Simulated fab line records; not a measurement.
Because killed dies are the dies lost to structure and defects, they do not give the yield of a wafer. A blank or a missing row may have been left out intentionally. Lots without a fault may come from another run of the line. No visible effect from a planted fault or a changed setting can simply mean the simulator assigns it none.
Chamber matching || flow n5-finfet || ald-metal-01 running N5_HKMG_FIN_ALD_91: 4 sister chambers
The step deposits TiN, target thk 1 nm, pulse time 1 s, purge time 3 s. 7 wafers are shown with their chamber, then 8 later ones without.

## WAFERS, EACH WITH ITS CHAMBER
{"wafer": "L085.3", "chamber": 1, "heater-power-w (W)": 912, "precursor-pulse-height-rel": 0.977}
{"wafer": "L086.1", "chamber": 2, "heater-power-w (W)": 748, "precursor-pulse-height-rel": 1.005}
{"wafer": "L086.4", "chamber": 0, "heater-power-w (W)": 953, "precursor-pulse-height-rel": 1.004}
{"wafer": "L088.2", "chamber": 0, "heater-power-w (W)": 967, "precursor-pulse-height-rel": 1.002}
{"wafer": "L088.3", "chamber": 2, "heater-power-w (W)": 752, "precursor-pulse-height-rel": 1.011}
{"wafer": "L088.5", "chamber": 3, "heater-power-w (W)": 738, "precursor-pulse-height-rel": 0.993}
{"wafer": "L092.1", "chamber": 3, "heater-power-w (W)": 752, "precursor-pulse-height-rel": 1.000}

## WAFERS WHOSE CHAMBER IS MISSING
{"wafer": "L092.2", "heater-power-w (W)": 954, "precursor-pulse-height-rel": 1.031}
{"wafer": "L092.4", "heater-power-w (W)": 954, "precursor-pulse-height-rel": 0.974}
{"wafer": "L096.1", "heater-power-w (W)": 742, "precursor-pulse-height-rel": 0.982}
{"wafer": "L096.2", "heater-power-w (W)": 946, "precursor-pulse-height-rel": 1.011}
{"wafer": "L096.5", "heater-power-w (W)": 917, "precursor-pulse-height-rel": 0.973}
{"wafer": "L097.1", "heater-power-w (W)": 937, "precursor-pulse-height-rel": 0.982}
{"wafer": "L097.2", "heater-power-w (W)": 722, "precursor-pulse-height-rel": 1.003}
{"wafer": "L097.5", "heater-power-w (W)": 947, "precursor-pulse-height-rel": 0.993}

## CHAMBER TAKEN BY EACH
{"wafer": "L092.2", "from the rows above": 0, "in truth": 0}
{"wafer": "L092.4", "from the rows above": 1, "in truth": 1}
{"wafer": "L096.1", "from the rows above": 3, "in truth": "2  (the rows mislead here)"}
{"wafer": "L096.2", "from the rows above": 0, "in truth": 0}
{"wafer": "L096.5", "from the rows above": 1, "in truth": 1}
{"wafer": "L097.1", "from the rows above": 1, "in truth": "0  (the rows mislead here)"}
{"wafer": "L097.2", "from the rows above": "can't be placed: 3 or 2", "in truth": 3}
{"wafer": "L097.5", "from the rows above": 0, "in truth": 0}
Placed correctly: 5 of 8. Not placeable from these rows: 1 (in 1, the candidates include the true chamber). Wrongly placed: 2.
How it was worked out, from the rows above alone: a wafer's distance from a chamber is the root of the sum, over the readings, of the square of ((its reading less the chamber's mean) divided by the reading's scatter). If the next closest chamber is less than 2 further off than the closest, the wafer can't be placed; otherwise it belongs to the closest. A chamber's mean is the mean of its shown wafers. The scatter is the square root of a quotient: the sum, over the shown wafers, of each reading's squared deviation from its chamber's mean, divided by wafers minus chambers.
